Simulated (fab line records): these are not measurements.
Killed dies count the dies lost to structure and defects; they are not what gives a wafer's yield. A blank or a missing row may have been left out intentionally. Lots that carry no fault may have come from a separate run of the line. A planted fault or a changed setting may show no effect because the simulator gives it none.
The tool behind it: which one? | flow n5Finfet | 8 lots, 24 wafers sampled, at 6 steps of a route of 1938

## WHAT EACH GAUGE READ, for each wafer
N5_STI_FIN_REVEAL_CD_MEAS_22: target cd 6.238 nm, pitch 28 nm.
lot  | measured    | on       | cdNm (nm)
L886 | day 2 20:07 | cdSem-02 | 6.4 6.1 6.6
L895 | day 5 01:01 | cdSem-02 | 6.2 6.1 6.5
L897 | day 5 13:45 | cdSem-01 | 6.2 6.5 6.6
L899 | day 6 00:53 | cdSem-03 | 8.0 7.9 8.6
L900 | day 6 07:04 | cdSem-03 | 7.7 7.6 7.9
L901 | day 6 12:04 | cdSem-01 | 6.7 6.8 6.6
L902 | day 6 20:29 | cdSem-03 | 5.9 6.1 6.3
L906 | day 7 19:52 | cdSem-02 | 6.3 6.3 6.6

N5_STI_FIN_REVEAL_INSPECT_13: inspects for defects (darkfield).
lot  | measured    | on               | rawDefectCount
L886 | day 2 20:14 | defectInspect-02 | 21 5 9
L895 | day 5 01:08 | defectInspect-01 | 5 10 17
L897 | day 5 13:52 | defectInspect-02 | 15 17 19
L899 | day 6 00:59 | defectInspect-01 | 24 18 18
L900 | day 6 07:11 | defectInspect-01 | 9 5 17
L901 | day 6 12:11 | defectInspect-02 | 11 24 11
L902 | day 6 20:37 | defectInspect-01 | 10 9 23
L906 | day 7 19:59 | defectInspect-02 | 14 2 10

N5_BEOL_M4_RC_MEAS_101.
lot  | measured     | on        | DIBL_N (mV/V)  | DIBL_P (mV/V)  | IOFF_N (nA/um) | IOFF_N_85C (nA/um) | IOFF_N_LIN (nA/um) | IOFF_N_LONG (nA/um)        | IOFF_P (nA/um) | IOFF_P_85C (nA/um) | IOFF_P_LIN (nA/um) | IOFF_P_LONG (nA/um)        | ION_N (uA/um) | ION_P (uA/um) | REXT_N (ohm.um) | REXT_P (ohm.um)   | SS_N (mV/dec)  | SS_P (mV/dec)  | VT_N (mV)   | VT_N_LONG (mV)    | VT_N_LVT (mV) | VT_P (mV)      | VT_P_LONG (mV) | VT_P_LVT (mV)
L886 | day 8 02:19  | prober-02 | 37.4 36.8 39.6 | 37.6 37.4 40.9 | 0.19 0.17 0.25 | 3.5 3.3 4.4        | 0.083 0.079 0.101  | 5.55e-05 5.41e-05 5.5e-05  | 0.22 0.22 0.29 | 3.8 3.7 4.8        | 0.101 0.100 0.121  | 9.1e-05 9.2e-05 9e-05      | 677 667 688   | 457 453 457   | 75.7 77.8 77.2  | 99.4 102.0 101.2  | 72.1 71.1 72.2 | 73.7 75.0 76.1 | 250 249 245 | 273.6 275.6 275.9 | 96 98 93      | -249 -251 -248 | -277 -279 -278 | -100 -100 -96
L895 | day 10 09:41 | prober-01 | 34.9 34.1 34.6 | 32.9 32.0 33.9 | 0.14 0.11 0.12 | 2.8 2.4 2.6        | 0.067 0.055 0.061  | 5.72e-05 5.69e-05 5.6e-05  | 0.19 0.18 0.20 | 3.5 3.3 3.5        | 0.098 0.090 0.098  | 0.000111 0.000107 0.000105 | 681 654 669   | 474 455 466   | 72.2 73.6 72.3  | 101.0 102.2 100.2 | 71.4 71.5 71.9 | 73.1 72.2 72.5 | 250 257 254 | 273.2 275.4 276.2 | 100 105 103   | -248 -250 -250 | -274 -272 -274 | -98 -100 -98
L897 | day 11 08:12 | prober-02 | 32.2 39.6 37.6 | 32.4 41.7 38.2 | 0.11 0.26 0.19 | 2.2 4.6 3.6        | 0.055 0.111 0.086  | 5.47e-05 5.6e-05 5.59e-05  | 0.18 0.34 0.26 | 3.2 5.5 4.5        | 0.093 0.146 0.122  | 0.000113 0.000112 0.000115 | 655 701 678   | 460 478 465   | 78.5 75.8 76.4  | 98.0 96.7 98.1    | 70.1 71.5 72.0 | 72.2 75.0 73.4 | 256 240 247 | 275.7 272.4 272.4 | 106 94 98     | -253 -244 -245 | -274 -275 -274 | -103 -94 -97
L899 | day 12 16:50 | prober-01 | 45.0 51.3 49.3 | 47.0 55.7 53.2 | 0.48 1.00 0.85 | 7.8 14.4 12.7      | 0.230 0.393 0.363  | 8.73e-05 8.79e-05 8.38e-05 | 0.53 1.03 0.86 | 7.8 13.7 11.8      | 0.273 0.412 0.381  | 0.000145 0.000141 0.000139 | 742 749 741   | 499 501 495   | 65.6 66.6 66.0  | 88.6 88.4 88.0    | 73.1 75.5 75.4 | 76.1 78.4 78.0 | 230 224 222 | 259.0 257.1 257.0 | 80 70 71      | -237 -231 -233 | -263 -264 -264 | -85 -78 -79
L900 | day 12 11:37 | prober-01 | 47.7 50.9 47.5 | 52.9 56.1 51.6 | 0.76 0.91 0.75 | 11.9 13.7 11.9     | 0.357 0.400 0.353  | 9.51e-05 9.08e-05 9.51e-05 | 0.74 0.89 0.63 | 10.2 12.1 9.1      | 0.338 0.375 0.302  | 0.000135 0.000141 0.000131 | 766 767 761   | 503 510 500   | 65.7 65.8 65.3  | 89.8 90.2 92.1    | 73.8 74.8 73.3 | 76.6 78.0 76.9 | 223 223 223 | 254.1 257.5 256.1 | 71 72 71      | -234 -233 -236 | -266 -266 -266 | -80 -79 -84
L901 | day 12 21:28 | prober-01 | 39.3 41.2 36.0 | 41.4 44.0 36.5 | 0.23 0.28 0.16 | 4.1 4.9 3.0        | 0.096 0.114 0.070  | 5.2e-05 5.03e-05 5.27e-05  | 0.26 0.32 0.19 | 4.4 5.2 3.3        | 0.114 0.132 0.091  | 9.5e-05 9.2e-05 9.3e-05    | 687 704 681   | 465 470 456   | 76.1 77.2 75.4  | 101.0 100.3 100.1 | 72.8 73.7 71.7 | 74.4 75.4 73.3 | 246 241 248 | 278.6 278.1 275.9 | 95 91 98      | -248 -245 -253 | -281 -278 -279 | -99 -96 -101
L902 | day 12 22:21 | prober-02 | 33.5 36.2 37.3 | 30.7 35.0 35.0 | 0.10 0.14 0.16 | 2.1 2.8 3.0        | 0.049 0.066 0.068  | 5.36e-05 5.37e-05 5.51e-05 | 0.13 0.18 0.18 | 2.4 3.1 3.1        | 0.068 0.085 0.085  | 9.5e-05 9.8e-05 9.5e-05    | 640 664 666   | 440 452 448   | 73.3 73.7 73.1  | 97.2 96.2 96.5    | 71.0 71.2 72.1 | 72.3 73.1 73.3 | 257 250 250 | 275.0 274.5 275.2 | 105 101 99    | -258 -254 -253 | -278 -277 -282 | -107 -102 -102
L906 | day 13 20:28 | prober-01 | 37.8 38.4 40.4 | 36.6 36.6 38.7 | 0.16 0.16 0.22 | 3.2 3.3 4.2        | 0.073 0.069 0.088  | 5.27e-05 5.27e-05 5.29e-05 | 0.20 0.21 0.24 | 3.4 3.4 4.0        | 0.090 0.090 0.100  | 9e-05 8.3e-05 8.5e-05      | 677 656 668   | 459 444 451   | 73.2 73.1 73.9  | 99.8 100.8 102.2  | 71.3 71.8 72.2 | 73.3 72.9 73.2 | 250 253 247 | 276.2 277.8 276.4 | 96 98 94      | -256 -252 -253 | -284 -279 -281 | -99 -100 -98

## EACH LOT AND THE TOOL THAT RAN IT (in order: tool; ch and the chambers of the sampled wafers; start)
lot  | N5_FIN_CUT_DESCUM_13             | N5_FIN_CUT_STRIP_24              | N5_STI_FIN_REVEAL_ETCH_34
L886 | rieDiel-06 ch 0,1,2, day 2 09:52 | rieDiel-06 ch 0,1,2, day 2 10:17 | rieSi-05 ch 0,1, day 2 19:29
L895 | rieDiel-02 ch 1,2,3, day 4 15:16 | rieDiel-02 ch 1,2,3, day 4 15:41 | rieSi-03 ch 1,2,3, day 5 00:25
L897 | rieDiel-04 ch 1,3, day 5 04:02   | rieDiel-04 ch 1,3, day 5 04:26   | rieSi-03 ch 1,2,3, day 5 13:10
L899 | rieDiel-04 ch 1,3, day 5 15:22   | rieDiel-04 ch 1,3, day 5 15:47   | rieSi-03 ch 0,2,3, day 6 00:18
L900 | rieDiel-06 ch 1,2,3, day 5 21:28 | rieDiel-06 ch 1,2,3, day 5 21:53 | rieSi-03 ch 1,2,3, day 6 06:28
L901 | rieDiel-04 ch 0,1, day 6 02:29   | rieDiel-04 ch 0,1, day 6 02:53   | rieSi-03 ch 0,2,3, day 6 11:29
L902 | rieDiel-04 ch 0,3, day 6 08:24   | rieDiel-04 ch 0,3, day 6 08:49   | rieSi-04 ch 1,2, day 6 19:53
L906 | rieDiel-02 ch 1,2, day 7 10:16   | rieDiel-02 ch 1,2, day 7 10:41   | rieSi-04 ch 0,1,3, day 7 19:14
- N5_FIN_CUT_DESCUM_13: chemistry O2, time 7 s.
- N5_FIN_CUT_STRIP_24: strips in CF4.
- N5_STI_FIN_REVEAL_ETCH_34: etches Si in H2, material Si, target depth 0.97 nm.

## WHAT THE TOOLS THEMSELVES READ (means of the sampled wafers that have a number; where no wafer has one, the mark that the record gives instead)
N5_FIN_CUT_DESCUM_13.
lot  | tool       | chamberPressureMTorr (mTorr) | drypumpMotorCurrentA (A) | oesProductAu (a.u.) | rfVppV (V) | showerheadPlenumPTorr (Torr) | throttleValvePct (%)
L886 | rieDiel-06 | 19.996                       | 5.8                      | 0.78                | 243.0      | 2.12                         | 20.38
L895 | rieDiel-02 | 19.997                       | 5.9                      | 0.74                | 242.7      | 2.08                         | 20.28
L897 | rieDiel-04 | 20.013                       | 6.1                      | 0.72                | 244.2      | 2.10                         | 20.09
L899 | rieDiel-04 | 19.994                       | 6.1                      | 0.72                | 243.1      | 2.10                         | 20.11
L900 | rieDiel-06 | 19.995                       | 5.5                      | 0.84                | 243.5      | 2.05                         | 20.18
L901 | rieDiel-04 | 19.981                       | 5.6                      | 0.75                | 244.9      | 2.16                         | 20.18
L902 | rieDiel-04 | 20.024                       | 5.5                      | 0.75                | 242.5      | 2.11                         | 20.34
L906 | rieDiel-02 | 20.002                       | 5.5                      | 0.72                | 242.9      | 2.11                         | 20.31

N5_FIN_CUT_STRIP_24.
lot  | tool       | chamberPressureMTorr (mTorr) | drypumpMotorCurrentA (A) | oesProductAu (a.u.) | rfVppV (V) | showerheadPlenumPTorr (Torr) | throttleValvePct (%)
L886 | rieDiel-06 | 49.99                        | 5.8                      | 0.78                | 271.7      | 1.81                         | 13.60
L895 | rieDiel-02 | 49.97                        | 6.0                      | 0.73                | 271.0      | 1.79                         | 13.54
L897 | rieDiel-04 | 49.97                        | 6.1                      | 0.73                | 271.8      | 1.83                         | 13.58
L899 | rieDiel-04 | 50.00                        | 6.1                      | 0.72                | 271.5      | 1.83                         | 13.59
L900 | rieDiel-06 | 50.03                        | 5.6                      | 0.83                | 270.1      | 1.76                         | 13.38
L901 | rieDiel-04 | 49.97                        | 5.6                      | 0.75                | 272.7      | 1.86                         | 13.53
L902 | rieDiel-04 | 50.00                        | 5.5                      | 0.74                | 271.6      | 1.81                         | 13.65
L906 | rieDiel-02 | 49.94                        | 5.5                      | 0.71                | 271.6      | 1.82                         | 13.59

N5_STI_FIN_REVEAL_ETCH_34.
lot  | tool     | chamberPressureMTorr (mTorr) | drypumpMotorCurrentA (A) | oesProductAu (a.u.) | throttleValvePct (%)
L886 | rieSi-05 | 4.498                        | 5.1                      | 0.984               | 26.1
L895 | rieSi-03 | 4.501                        | 5.7                      | 0.986               | 26.2
L897 | rieSi-03 | 4.500                        | 5.7                      | 0.988               | 26.2
L899 | rieSi-03 | -                            | -                        | -                   | -
L900 | rieSi-03 | -                            | -                        | -                   | -
L901 | rieSi-03 | 4.500                        | 5.6                      | 0.999               | 26.1
L902 | rieSi-04 | 4.500                        | 5.4                      | 1.014               | 26.1
L906 | rieSi-04 | 4.501                        | 5.6                      | 1.011               | 25.4

## THE ANSWER, worked out from the rows above alone
Rule: usual is defined by the lots themselves. The widest of any qualifying gaps counts: lots, ordered by their means at a reading, are off when they make up no more than a third of the lots, leave a main group of 4 or more, and stand apart from it by 3 or more times the standard deviation of that group's means. The tables above print the reading to a certain number of digits; a main group whose means all agree to those digits is not used. Also off: a lot with no number at a reading for which 4 or more lots have one. The other lots that the step has rows for count as sound. First the gauges in route order, then the tools' own readings, where a lot's mean is used as printed above. At the first step where some lot is off, the reading lying furthest off is the one used; lots without a number count as furthest.
Off: L899, L900 (N5_STI_FIN_REVEAL_CD_MEAS_22, cdNm). Mean 6.4 nm and standard deviation 0.18 in the main group.
If a tool, at a process step before that reading, ran all the lots that are off and no sound lot after the first of them, it fits. Not tried: the gauges at N5_STI_FIN_REVEAL_CD_MEAS_22; whatever is off there is also off at N5_BEOL_M4_RC_MEAS_101, on other tools, and gauge error can't account for it. None of those tried fits.

## WHAT WAS PUT IN BY THE SIMULATOR
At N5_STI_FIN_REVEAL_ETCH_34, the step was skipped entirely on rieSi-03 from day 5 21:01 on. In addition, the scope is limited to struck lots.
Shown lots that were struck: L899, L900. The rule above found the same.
